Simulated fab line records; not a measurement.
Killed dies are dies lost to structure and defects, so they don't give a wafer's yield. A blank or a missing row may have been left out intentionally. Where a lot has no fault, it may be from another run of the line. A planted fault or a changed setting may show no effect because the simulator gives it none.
Lot-split experiment | flow n5-finfet | on a route of 1938 steps: 7 lots, 21 wafers read

ON THE SPLIT
At N5_HKMG_FIN_ETCH_55 (etches SOC in N2/H2, target depth 240 nm, time 300 s), the setting time-s was moved away from the recipe's 300 s on 7 of the 21 wafers read, by -16.2% to +16.6%. This setting was run at the recipe's value on the other wafers.

The split's own step is where the reading is taken.

THE READING
SiARC_of_HKMG_FIN_COAT_42.thk-nm (the simulator's own value, which no gauge read), in nm, at N5_HKMG_FIN_ETCH_55 (etches SOC in N2/H2, target depth 240 nm, time 300 s). The file does not state a usual value for it. Average 20.9 nm, standard deviation 0.32 nm, over the 14 wafers here run with the recipe.

wafer  | tool, chamber at the split | time-s as run, s | against the recipe | SiARC_of_HKMG_FIN_COAT_42.thk-nm, nm | against lot-mates on the recipe
L076.1 | rie-diel-03, 1             | 300              | recipe             | 20.6                                 | -
L076.2 | rie-diel-03, 3             | 251.5            | -16.2%             | 23.6                                 | +3.0
L076.4 | rie-diel-03, 2             | 251.5            | -16.2%             | 23                                   | +2.4
L079.1 | rie-diel-03, 2             | 300              | recipe             | 20.6                                 | -
L079.3 | rie-diel-03, 0             | 300              | recipe             | 20.4                                 | -
L079.6 | rie-diel-03, 0             | 349.9            | +16.6%             | 17.8                                 | -2.7
L083.3 | rie-diel-02, 2             | 255.6            | -14.8%             | 23.4                                 | +2.2
L083.5 | rie-diel-02, 0             | 300              | recipe             | 21.2                                 | -
L083.6 | rie-diel-02, 3             | 255.6            | -14.8%             | 22.8                                 | +1.6
L088.2 | rie-diel-02, 0             | 300              | recipe             | 21                                   | -
L088.3 | rie-diel-02, 2             | 280.5            | -6.5%              | 22.2                                 | +1.2
L088.4 | rie-diel-02, 1             | 280.5            | -6.5%              | 22.6                                 | +1.6
L091.1 | rie-diel-02, 3             | 300              | recipe             | 20.6                                 | -
L091.4 | rie-diel-02, 0             | 300              | recipe             | 21.2                                 | -
L091.5 | rie-diel-02, 2             | 300              | recipe             | 21.4                                 | -
L096.3 | rie-diel-02, 3             | 300              | recipe             | 21                                   | -
L096.5 | rie-diel-02, 1             | 300              | recipe             | 21.2                                 | -
L096.6 | rie-diel-02, 0             | 300              | recipe             | 21.4                                 | -
L097.2 | rie-diel-04, 0             | 300              | recipe             | 20.6                                 | -
L097.4 | rie-diel-04, 2             | 300              | recipe             | 20.8                                 | -
L097.5 | rie-diel-04, 1             | 300              | recipe             | 20.8                                 | -

THE FIT
A straight line over all 21 wafers: SiARC_of_HKMG_FIN_COAT_42.thk-nm changes by -0.162 nm for each +1% of time-s; r = -0.96; the points scatter about the line by 0.37 nm.
The same after taking each lot's own level away (the mean of its wafers on the recipe; 21 wafers): -0.156 nm for each +1%; r = -0.97; scatter 0.29 nm.
On that fit, the largest move of time-s shifts the reading by 2.6 nm.
Across the lots, their own levels run from 20.50 to 21.20 nm, a range of 2.2 times the standard deviation given above.
Hence the lot-to-lot level has little effect on the slope; both slopes agree.
Check: for one of the wafers moved furthest among these (+16.6%), held out of the fit, the line's prediction against its lot-mates is -2.51 nm. It came out at -2.7 nm against them.

FURTHER SPLITS ON THESE WAFERS
Other splits were also applied to these wafers ahead of the reading. Each is held against what the fit with the lots' levels taken away leaves over:
other split on the same wafers            | wafers away from the commonest value | r with SiARC_of_HKMG_FIN_COAT_42.thk-nm (lot level and that fit taken away)
N5_PMOS_HMC_CHANNEL_EPI_EXPOSE_06 dose-mj | 5                                    | +0.17
N5_PMOS_HMC_CHANNEL_EPI_PEB_07 peb-temp-c | 8                                    | +0.11
N5_FIN_CUT_ETCH_21 bias-w                 | 5                                    | -0.14
N5_STI_FIN_REVEAL_ETCHBACK_08 time-s      | 9                                    | +0.12
N5_SD_EPI_N_ETCH_45 target-depth-a        | 9                                    | -0.10
N5_SD_EPI_N_EPI_21 time-s                 | 8                                    | +0.04
N5_SD_EPI_P_EPI_21 temp-c                 | 8                                    | +0.35

THE WHOLE CHAIN: every reading that the file lists as answering this split, in the file's order
step                | what it does                                         | reading                                                                           | change (the file's fit)               | r (the file's)
N5_HKMG_FIN_ETCH_55 | etches SOC in N2/H2, target depth 240 nm, time 300 s | HKMG_FIN.feature-depth-nm (the simulator's own value, which no gauge read)        | +2.53 nm for each +1% of the setting  | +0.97
N5_HKMG_FIN_ETCH_55 | etches SOC in N2/H2, target depth 240 nm, time 300 s | etch.depth-nm (the simulator's own value, which no gauge read)                    | +2.53 nm for each +1% of the setting  | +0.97
N5_HKMG_FIN_ETCH_55 | etches SOC in N2/H2, target depth 240 nm, time 300 s | SiARC_of_HKMG_FIN_COAT_42.thk-nm (the simulator's own value, which no gauge read) | -0.157 nm for each +1% of the setting | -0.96

FILE'S OWN FIT
SiARC_of_HKMG_FIN_COAT_42.thk-nm changes by -0.157 nm for each +1% of time-s, r = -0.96.
